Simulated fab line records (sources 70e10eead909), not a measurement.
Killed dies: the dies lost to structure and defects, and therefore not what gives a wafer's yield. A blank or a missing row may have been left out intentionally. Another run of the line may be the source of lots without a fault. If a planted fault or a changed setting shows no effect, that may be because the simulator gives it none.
Chamber matching    flow nand_harc    3 sister chambers for NHARC_A_STAIRCASE_DEP_301 on pecvd-01
The step deposits SiON, target thk 30 nm. 6 wafers are shown with their chamber, then 9 later ones without.

WAFERS WITH THEIR CHAMBER
wafer   chamber  heater_power_w (W)
L086.4  0        763
L086.5  1        668
L086.6  2        769
L091.1  0        688
L091.3  2        733
L091.6  1        697

WAFERS WITH NO CHAMBER GIVEN
wafer   heater_power_w (W)
L092.3  767
L092.4  637
L092.6  763
L094.1  646
L094.3  785
L094.4  732
L095.1  812
L095.4  796
L095.5  807

CHAMBER TAKEN BY EACH
wafer   from the rows above           in truth
L092.3  can't be placed: 2 or 0 or 1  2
L092.4  can't be placed: 1 or 0 or 2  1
L092.6  can't be placed: 2 or 0 or 1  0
L094.1  can't be placed: 1 or 0 or 2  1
L094.3  can't be placed: 2 or 0 or 1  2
L094.4  can't be placed: 0 or 2 or 1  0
L095.1  can't be placed: 2 or 0 or 1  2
L095.4  can't be placed: 2 or 0 or 1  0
L095.5  can't be placed: 2 or 0 or 1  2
Placed correctly: 0 of 9. From these rows, 9 cannot be placed; in 9 the true chamber is one of the candidates. Number placed wrongly: 0.
How it was worked out, from the rows above alone: a wafer's distance from a chamber is the root of the sum, over the readings, of the square of ((its reading less the chamber's mean) divided by the reading's scatter). If the next closest chamber is less than 2 further off than the closest, the wafer can't be placed; otherwise it belongs to the closest. A chamber's mean is the mean of its shown wafers. The scatter: the root of (the sum of the squares of (reading less its chamber's mean) over the shown wafers, divided by (wafers less chambers)).
